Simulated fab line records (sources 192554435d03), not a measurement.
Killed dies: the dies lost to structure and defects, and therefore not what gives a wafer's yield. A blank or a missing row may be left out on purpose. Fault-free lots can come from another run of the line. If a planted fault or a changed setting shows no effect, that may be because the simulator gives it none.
One fault through the eyes of 2 desks / flow n5 finfet / every desk sees just its own numbers, and what lay behind them comes last

== AT THE METROLOGY DESK ==
What the gauges read, lot by lot, whatever tool the lot ran on: means of the sampled wafers that have a number. Marked OUT: a lot whose mean sits more than 4 standard deviations from the usual mean, which makes it out of limits; the brackets give that distance.
Columns: A = cd nm at N5_BEOL_M6_CD_MEAS_35, usual 39.8 nm
lot=L387; first seen here=day 8 14:03; A=38.9
lot=L386; first seen here=day 8 14:27; A=40.4
lot=L390; first seen here=day 9 16:03; A=40.3
lot=L391; first seen here=day 10 01:50; A=39.8
lot=L393; first seen here=day 10 06:50; A=39.9
lot=L394; first seen here=day 10 07:22; A=39.6
lot=L396; first seen here=day 11 09:44; A=39.4
lot=L397; first seen here=day 11 13:16; A=39.6
lot=L399; first seen here=day 11 23:14; A=39.1
lot=L404; first seen here=day 13 06:28; A=40.4
lot=L407; first seen here=day 13 18:37; A=39.6
This desk found nothing out of limits on any of the 11 lots.

== AT THE TOOL OWNER'S DESK: pecvd-03 ==
The tool's own readings at N5_BEOL_M6_PECVD_70 (deposits SiO2 from TEOS/O2, target thk 20 nm, time 22.7 s): means of the sampled wafers that have a number, for each lot that ran on this tool. Marked OUT: a lot whose mean sits more than 4 standard deviations from the usual mean, which makes it out of limits; the brackets give that distance.
Columns: A = heater power w at N5_BEOL_M6_PECVD_70, usual 716 W; B = showerhead plenum p Torr at N5_BEOL_M6_PECVD_70, usual 8.75 Torr; C = throttle valve pct at N5_BEOL_M6_PECVD_70, usual 22.0 %
lot=L386; first seen here=day 8 09:10; A=722; B=8.74; C=20.9
lot=L396; first seen here=day 11 04:04; A=637; B=8.75; C=21.9
lot=L399; first seen here=day 11 19:43; A=754; B=8.75; C=21.4
lot=L404; first seen here=day 13 02:54; A=730; B=8.75; C=21.7
lot=L407; first seen here=day 13 13:35; A=714; B=8.74; C=21.7
This desk found nothing out of limits on any of the 5 lots.

== PUT TOGETHER ==
Metrology desk: nothing out of limits seen.
Nothing out of limits was seen by the tool owner's desk.

== WHAT HAD BEEN PUT IN BY THE SIMULATOR ==
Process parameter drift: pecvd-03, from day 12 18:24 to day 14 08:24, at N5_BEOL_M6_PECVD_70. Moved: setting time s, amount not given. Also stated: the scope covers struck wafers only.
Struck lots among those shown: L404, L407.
